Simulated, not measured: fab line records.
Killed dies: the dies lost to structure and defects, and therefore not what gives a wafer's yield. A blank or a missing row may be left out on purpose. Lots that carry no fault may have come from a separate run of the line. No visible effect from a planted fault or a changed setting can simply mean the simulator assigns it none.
Comparing a struck lot with a sound one || flow nandHarc || 15 steps out of a route of 1302
Sound: these wafers, L516.2, L516.3, L516.6. Struck: wafer L525.6 (left out: L525.2, L525.5 of the same lot, which were not struck); the cause appears at the end.
At each step with rows: each side's tool, then ch and its chambers, then its first start. Under that, the readings that differ: sound wafers || struck wafers || difference of the means || sigmas: that difference in standard deviations of wafers without a fault.
alike: same words and numbers on both sides, and readings whose means sit less than 2 such deviations apart. not compared: any withheld reading, any reading some wafer has no value for, any bound like >300 that may hide the same value, and any number with overlapping values for which the record gives no deviation.
Wherever a step has rows on one side only, a row that says differs or no value, or a row with sigmas, the two part there. Numbers that don't overlap but have no deviation are shown without sigmas and don't part them. A reading missing from all wafers of one side parts the sides only when that side holds two or more wafers.

NHARC_A_CONTACT_ETCH_134: etches the open film in C4F8/O2/Ar, time 140 s, target depth 700 nm.
  sound on harCapEtch-02 ch 0,1, day 23 03:38; struck on harCapEtch-02 ch 1, day 26 06:08
  alike: runLengthS
  not compared: rfHoursCounterH
NHARC_A_CONTACT_ETCH_135: etches the open film in C4F8/O2/Ar, time 311 s, target depth 1912 nm.
  sound on harCapEtch-02 ch 0,1, day 23 03:50; struck on harCapEtch-02 ch 1, day 26 06:21
  not compared: rfHoursCounterH, runLengthS
NHARC_A_CONTACT_ETCH_136: etches the open film in C4F8/O2/Ar, time 311 s, target depth 1912 nm.
  sound on harCapEtch-02 ch 0,1, day 23 04:07; struck on harCapEtch-02 ch 1, day 26 06:37
  not compared: rfHoursCounterH, runLengthS
then, 3 steps without rows for these wafers: NHARC_A_CONTACT_ETCH_137 (etches the open film in C4F8/O2/Ar, time 311 s, target depth 1912 nm); NHARC_A_CONTACT_ETCH_138 (etches the open film in C4F8/O2/Ar, time 311 s, target depth 1914 nm); NHARC_A_CONTACT_ETCH_139 (etches the open film in C4F8/O2/Ar, time 195 s, target depth 840 nm).
NHARC_A_CONTACT_ETCH_92: etches the open film in CH3F/O2, target depth 40 nm, time 85.7 s.
  sound on rieDiel-07 ch 0,1,2, day 23 05:28; struck on rieDiel-01 ch 1, day 26 08:00
{"reading": "oesProductAu (a.u.)", "sound": "0.926 0.933 0.929", "struck": 1.000, "difference": "+0.071", "sigmas": "+3"}
  alike: drypumpMotorCurrentA, rfFwdPowerW, rfVppV, runLengthS, showerheadPlenumPTorr, throttleValvePct
  not compared: rfHoursCounterH
NHARC_A_CONTACT_ETCH_98: etches the open film in C4F6/O2, target depth 20 nm, time 10 s.
  sound on rieDiel-07 ch 0,1; struck on rieDiel-01 ch 2
{"reading": "oesProductAu (a.u.)", "sound": "0.947 0.946 0.937", "struck": 1.004, "difference": "+0.061", "sigmas": "+3"}
  alike: drypumpMotorCurrentA, rfFwdPowerW, rfVppV, runLengthS, showerheadPlenumPTorr, throttleValvePct
  not compared: rfHoursCounterH
NHARC_A_CONTACT_CD_MEAS_15:
  sound on cdSem-01 at day 23 05:40; struck on cdSem-01 at day 26 08:11
  alike: cdNm
then, 3 steps without rows for these wafers: NHARC_A_CONTACT_STRIP_107 (strips in N2/H2); NHARC_A_CONTACT_STRIP_108 (strips in CF4/CHF3); NHARC_A_CONTACT_STRIP_109 (strips in O2/COS).
NHARC_A_CONTACT_ETCH_110: etches the open film in CF4/O2, target depth 60 nm, overetch 6 nm, time 33 s.
  sound on rieDiel-01 ch 1,2,3, day 23 06:02; struck on rieDiel-07 ch 2, day 26 08:28
{"reading": "rfVppV (V)", "sound": "197.0 196.4 196.0", "struck": 200.6, "difference": "+4.1", "sigmas": "+3"}
{"reading": "runLengthS (s)", "sound": "54.3 54.9 54.5", "struck": 49.6, "difference": -5.0, "sigmas": -15}
{"reading": "throttleValvePct (%)", "sound": "13.385 13.384 13.390", "struck": 13.409, "difference": "+0.023", "sigmas": "+3"}
  alike: drypumpMotorCurrentA, oesProductAu, showerheadPlenumPTorr
  not compared: rfFwdPowerW, rfHoursCounterH
then, 1 step without rows for these wafers: NHARC_A_CONTACT_STRIP_26 (strips in O2).
-- jump in the record: it breaks off in module A_CONTACT and resumes in module END (first step shown: number 1302 of the route), and 2 days separate the struck wafers' starts before and after --
NHARC_END_SORT_01:
  here the record holds rows for the struck wafers (prober-01 ch 0, day 28 11:16) but none for the sound ones

WHERE THEY PART
Earliest at NHARC_A_CONTACT_ETCH_92; latest, in this record, at NHARC_END_SORT_01.

WHY: the cause the simulator had injected
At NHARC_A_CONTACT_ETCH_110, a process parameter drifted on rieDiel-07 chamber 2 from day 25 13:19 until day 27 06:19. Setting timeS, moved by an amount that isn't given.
